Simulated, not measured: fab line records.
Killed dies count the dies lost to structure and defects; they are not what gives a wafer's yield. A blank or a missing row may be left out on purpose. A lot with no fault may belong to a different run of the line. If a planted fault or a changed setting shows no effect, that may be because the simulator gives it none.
A lot that was struck, set against a sound lot / flow nand-harc / 15 steps out of a route of 1159
Sound: these wafers, L293.4, L293.5, L293.6. Struck: wafers L291.1, L291.2, L291.5. At the end, the cause is stated.
At each step with rows: each side's tool, then ch and its chambers, then its first start. Under that, the readings that differ: sound wafers / struck wafers / difference of the means / sigmas: that difference in standard deviations of wafers without a fault.
alike: same words and numbers on both sides, and readings whose means sit less than 2 such deviations apart. not compared: any withheld reading, any reading some wafer has no value for, any bound like >300 that may hide the same value, and any number with overlapping values for which the record gives no deviation.
A row with sigmas, a row that says differs or no value, or rows on one side alone: a step with any of these is where the two part. Non-overlapping numbers with no deviation appear without sigmas and do not part them. A reading missing from all wafers of one side parts the sides only when that side holds two or more wafers.

NHARC_P_GATE_INSPECT_28:
  sound on defect-inspect-01, day 8 18:35; struck on defect-inspect-01, day 8 06:16
  alike: raw-defect-count
NHARC_P_GATE_DESCUM_31: chemistry O2, time 3 s.
  sound on rie-diel-12 ch 1,2,3, day 8 18:40; struck on rie-diel-12 ch 0,1,3, day 8 06:20
  alike: drypump-motor-current-A, oes-product-au, rf-vpp-V, showerhead-plenum-p-Torr, throttle-valve-pct
  not compared: rf-hours-counter-h
then, 1 step without rows for these wafers: NHARC_P_GATE_ETCH_104 (etches the open film in CF4/CHF3, target depth 60 nm).
NHARC_P_GATE_HM_OPEN_105: chemistry O2/COS, target depth 360 nm.
  sound: rie-diel-12 ch 0,1,3; struck: rie-diel-12 ch 1,2
  alike: bias-w, drypump-motor-current-A, oes-product-au, rf-fwd-power-W, rf-vpp-V, showerhead-plenum-p-Torr, throttle-valve-pct
  not compared: rf-hours-counter-h
then, 1 step without rows for these wafers: NHARC_P_GATE_STRIP_106 (strips in O2/COS).
NHARC_P_GATE_ETCH_114: etches the open film in CF4/O2, target depth 30 nm, overetch 3 nm, time 16.5 s.
  sound: rie-diel-12 ch 1,2; struck: rie-diel-12 ch 1,3
  alike: bias-w, drypump-motor-current-A, oes_f_703_au, oes-product-au, rf-fwd-power-W, rf-vpp-V, showerhead-plenum-p-Torr, throttle-valve-pct
  not compared: rf-hours-counter-h
NHARC_P_GATE_ETCH_32: etches the open film in HBr/Cl2, target depth 150 nm, time 100.1 s.
  sound on rie-si-03 ch 1,2, day 8 19:08; struck on rie-si-02 ch 0,3, day 8 06:49
  alike: bias-w, drypump-motor-current-A, oes-product-au, rf-fwd-power-W, throttle-valve-pct
  not compared: rf-hours-counter-h
NHARC_P_GATE_STRIP_108: strips in O2.
  sound on rie-diel-12 ch 2,3, day 8 19:16; struck on rie-diel-12 ch 0,3, day 8 06:58
  alike: drypump-motor-current-A, oes-product-au, rf-vpp-V, showerhead-plenum-p-Torr, throttle-valve-pct
  not compared: rf-hours-counter-h
NHARC_P_GATE_CD_MEAS_33:
  sound on cd-sem-01, day 8 19:28; struck on cd-sem-02, day 8 07:08
  alike: cd-nm
then, 3 steps without rows for these wafers: NHARC_P_GATE_STRIP_35 (strips in SPM, time 600 s); NHARC_P_GATE_PRECLEAN_73 (cleans in SC1); NHARC_P_GATE_SRD_74.
NHARC_P_GATE_ALD_36: deposits SiNx, target thk 20 nm, pulse time 60 s, ald cycles 223.
  sound on ald-sin-04 ch 1,2, day 8 20:00; struck on ald-sin-02 ch 0,2, day 8 08:40
  no value came back on the struck wafers for ald-cycles, heater-power-outer-w (W), heater-power-w (W), precursor-pulse-height-rel; on the sound wafers ald-cycles reads 223 223 223
then, 1 step without rows for these wafers: NHARC_P_GATE_ETCHBACK_37 (etches the open film in CHF3/O2, target depth 34.5 nm, time 17.2 s).
-- break in the record here, with 16 days between the starts of the struck wafers on either side (left off in module P_GATE, picked up again in module END, where the first step shown is number 1159 on the route) --
NHARC_END_SORT_01:
  sound on prober-01 ch 0, day 24 06:13; struck on prober-02 ch 0, day 24 03:44
reading=killed-at-periphery; sound=2 4 2; struck=640 631 638; difference=+634; sigmas=+99 or more
reading=killed-dies; sound=28 36 30; struck=677 677 677; difference=+646; sigmas=+72
  alike: killed-at-array, killed-at-other, killed-open, killed-short

## WHERE THEY PART
Last at NHARC_END_SORT_01 as far as this record goes, first at NHARC_P_GATE_ALD_36.

WHY: the cause the simulator had injected
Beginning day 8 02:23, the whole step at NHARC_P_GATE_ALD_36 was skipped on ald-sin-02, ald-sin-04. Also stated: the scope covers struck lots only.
